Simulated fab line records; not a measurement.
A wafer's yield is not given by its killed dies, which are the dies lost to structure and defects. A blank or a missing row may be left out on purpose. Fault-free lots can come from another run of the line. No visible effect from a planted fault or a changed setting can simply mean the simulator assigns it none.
Chamber matching | flow nandHarc | NHARC_P_ZERO_WELL_ETCH_65 on rieDiel-11 has 4 sister chambers
The step etches the open film in N2/H2, target depth 80 nm, overetch 24 nm, time 87.88 s. 8 wafers are shown with their chamber, then 10 later ones without.

== WAFERS WITH THEIR CHAMBER ==
wafer  | chamber | drypumpMotorCurrentA (A) | showerheadPlenumPTorr (Torr)
L087.1 | 3       | 5.2                      | 2.12
L090.1 | 3       | 5.1                      | 2.11
L090.2 | 0       | 5.5                      | 1.92
L091.1 | 1       | 6.2                      | 2.00
L091.2 | 0       | 5.5                      | 1.92
L091.3 | 2       | 5.7                      | 1.98
L092.1 | 1       | 6.2                      | 2.00
L092.2 | 2       | 5.6                      | 1.98

== WAFERS MISSING THEIR CHAMBER ==
wafer  | drypumpMotorCurrentA (A) | showerheadPlenumPTorr (Torr)
L092.5 | 6.2                      | 2.00
L093.1 | 6.2                      | 2.00
L093.2 | 5.2                      | 2.11
L093.5 | 5.5                      | 1.92
L096.1 | 5.2                      | 2.11
L096.3 | 5.7                      | 1.97
L096.4 | 6.2                      | 1.99
L097.2 | 5.7                      | 1.97
L097.5 | 5.7                      | 1.97
L097.6 | 5.1                      | 2.11

== WHICH CHAMBER EACH WENT THROUGH ==
wafer  | from the rows above | in truth
L092.5 | 1                   | 1
L093.1 | 1                   | 1
L093.2 | 3                   | 3
L093.5 | 0                   | 0
L096.1 | 3                   | 3
L096.3 | 2                   | 2
L096.4 | 1                   | 1
L097.2 | 2                   | 2
L097.5 | 2                   | 2
L097.6 | 3                   | 3
Correctly placed: 10 of 10. Left unplaced by these rows: 0. Wrongly placed: 0.
How it was worked out, from the rows above alone: a wafer's distance from a chamber is the root of the sum, over the readings, of the square of ((its reading less the chamber's mean) divided by the reading's scatter). If the next closest chamber is less than 2 further off than the closest, the wafer can't be placed; otherwise it belongs to the closest. Each chamber's mean is taken over the wafers shown for it. The scatter is the square root of a quotient: the sum, over the shown wafers, of each reading's squared deviation from its chamber's mean, divided by wafers minus chambers.
